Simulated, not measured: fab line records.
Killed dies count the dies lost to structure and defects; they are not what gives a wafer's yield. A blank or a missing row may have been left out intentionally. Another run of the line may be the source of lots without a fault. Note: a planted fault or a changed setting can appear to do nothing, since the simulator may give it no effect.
A lot that was struck, set against a sound lot | flow n5Finfet | 30 out of 1938 route steps
Sound: the wafers L491.3, L491.4, L491.6. Wafers struck: L482.4, L482.5, L482.6. The cause comes at the end.
Order at every step that has rows: each side's tool, ch and its chambers, its first start. Under that, the readings that differ: sound wafers | struck wafers | difference of the means | sigmas: that difference in standard deviations of wafers without a fault.
alike: words and numbers the same on both sides, and readings whose means are apart by under 2 such deviations; not compared: readings that were withheld, readings missing a value for some wafer, numbers with overlapping values and no deviation given by the record, and bounds like >300 which may hide the same value.
The two part at a step that has a row with sigmas, a row that says differs or no value, or rows on one side only. Numbers that have no deviation but don't overlap get no sigmas and don't part them. A reading that every wafer of one side lacks parts them only if that side has two wafers or more.

first, 11 steps without rows for these wafers: N5_BEOL_M8_PRECLEAN_42 (cleans in residue remover, time 60 s); N5_BEOL_M8_SRD_43 (time 30 s); N5_BEOL_M8_CURE_75 (cures SiCOH lowk, time 120 s); N5_BEOL_M8_DEGAS_44 (time 60 s); N5_BEOL_M8_PRE_CLEAN_45 (time 30 s); N5_BEOL_M8_ALD_77 (deposits TaN, target thk 2 nm, pulse time 2 s, purge time 3 s); N5_BEOL_M8_SURFACE_TREAT_79; N5_BEOL_M8_CVD_78 (deposits Co from CCTBA/H2, target thk 2 nm, time 142.3 s); N5_BEOL_M8_SPUTTER_48 (material Cu, target thk 10 nm, time 1.667 s); N5_BEOL_M8_ECD_50 (material Cu, target thk 300 nm); N5_BEOL_M8_ANNEAL_51 (time 90 s).
N5_BEOL_M8_CMP_52: polishes, stops on SiCOH lowk, t overpolish 6.9 s, target thk 80 nm.
  sound on cmp-01 ch 0,1,3, day 12 23:37; struck on cmp-03 ch 0,2,3, day 10 23:49
  alike: barrierFieldEndpointS, edgeZonePressureFrac, motorCurrentA, overpolishRunS, slurryFilterDpKPa, timeToEndpointS
then, 2 steps without rows for these wafers: N5_BEOL_M8_PRE_CLEAN_55 (time 15 s); N5_BEOL_M8_DEP_56 (deposits SiCN from 3MS/NH3, target thk 10 nm, time 17.5 s).
N5_BEOL_M8_INSPECT_58: inspects for defects (darkfield).
  sound on defectInspect-02, day 12 23:59; struck on defectInspect-02, day 11 00:11
reading        | sound    | struck      | difference | sigmas
rawDefectCount | 46 43 65 | 864 871 910 | +830       | +38
then, 12 steps without rows for these wafers: N5_BEOL_M9_ILD_DEP_00 (deposits SiCOH lowk from DEMS/porogen, target thk 308.51 nm, time 58 s); N5_BEOL_M9_CURE_71 (cures SiCOH lowk, time 240 s); N5_BEOL_M9_PECVD_70 (deposits SiO2 from TEOS/O2, target thk 20 nm, time 22.7 s); N5_BEOL_M9_HM_DEP_02 (deposits TiN, target thk 20 nm); N5_BEOL_M9_COAT_59 (time 60 s, resist thk 100 nm); N5_BEOL_M9_COAT_60 (time 60 s, resist thk 30 nm); N5_BEOL_M9_COAT_05 (resist thk 90 nm); N5_BEOL_M9_EBR_07; N5_BEOL_M9_SOFTBAKE_06 (time 60 s); N5_BEOL_M9_EXPOSE_08 (exposes mask M9); N5_BEOL_M9_PEB_09 (peb time 60 s); N5_BEOL_M9_DEVELOP_10 (develop time 30 s).
N5_BEOL_M9_INSPECT_13: inspects for defects (brightfield).
  sound on defectInspect-01, day 13 03:21; struck on defectInspect-01, day 11 04:33
reading        | sound       | struck         | difference | sigmas
rawDefectCount | 421 451 432 | 1228 1259 1342 | +842       | +9
then, 1 step without rows for these wafers: N5_BEOL_M9_DESCUM_16 (chemistry O2, time 7.9 s).
-- here the record skips 3 days between the struck wafers' starts before and after, leaving off in module BEOL_M9 and picking up in module PASSIVATION (first step shown: number 1936 of the route) --
N5_PASSIVATION_PROBE_49:
  sound on prober-02, day 16 05:42; struck on prober-02, day 14 01:34
reading                 | sound          | struck         | difference | sigmas
defectLimitedYield (%)  | 93.6 90.0 93.3 | 45.3 46.2 45.6 | -46.6      | -31
killed_at_M4_up         | 17 14 10       | 565 551 569    | +548       | +99 or more
killedDies              | 75 118 79      | 645 635 642    | +550       | +32
killedOnRim             | 9 18 4         | 80 89 74       | +71        | +16
sort_bin_5_function (%) | 3.4 5.9 3.5    | 34.8 35.0 34.8 | +30.6      | +31
sort_bin_6_memory (%)   | 2.7 3.3 3.0    | 15.6 15.8 16.1 | +12.8      | +19
sortNPass               | 1105 1062 1101 | 535 545 538    | -550       | -32
sortYieldPct (%)        | 93.6 90.0 93.3 | 45.3 46.2 45.6 | -46.6      | -31
  alike: killed_at_M0_to_M3, killedAtContacts, killedAtFrontEnd, killedAtOther, killedOpen, killedShort

== WHERE THEY PART ==
At N5_BEOL_M8_INSPECT_58 first; at N5_PASSIVATION_PROBE_49 last (within this record only).

WHY: what had been put in by the simulator
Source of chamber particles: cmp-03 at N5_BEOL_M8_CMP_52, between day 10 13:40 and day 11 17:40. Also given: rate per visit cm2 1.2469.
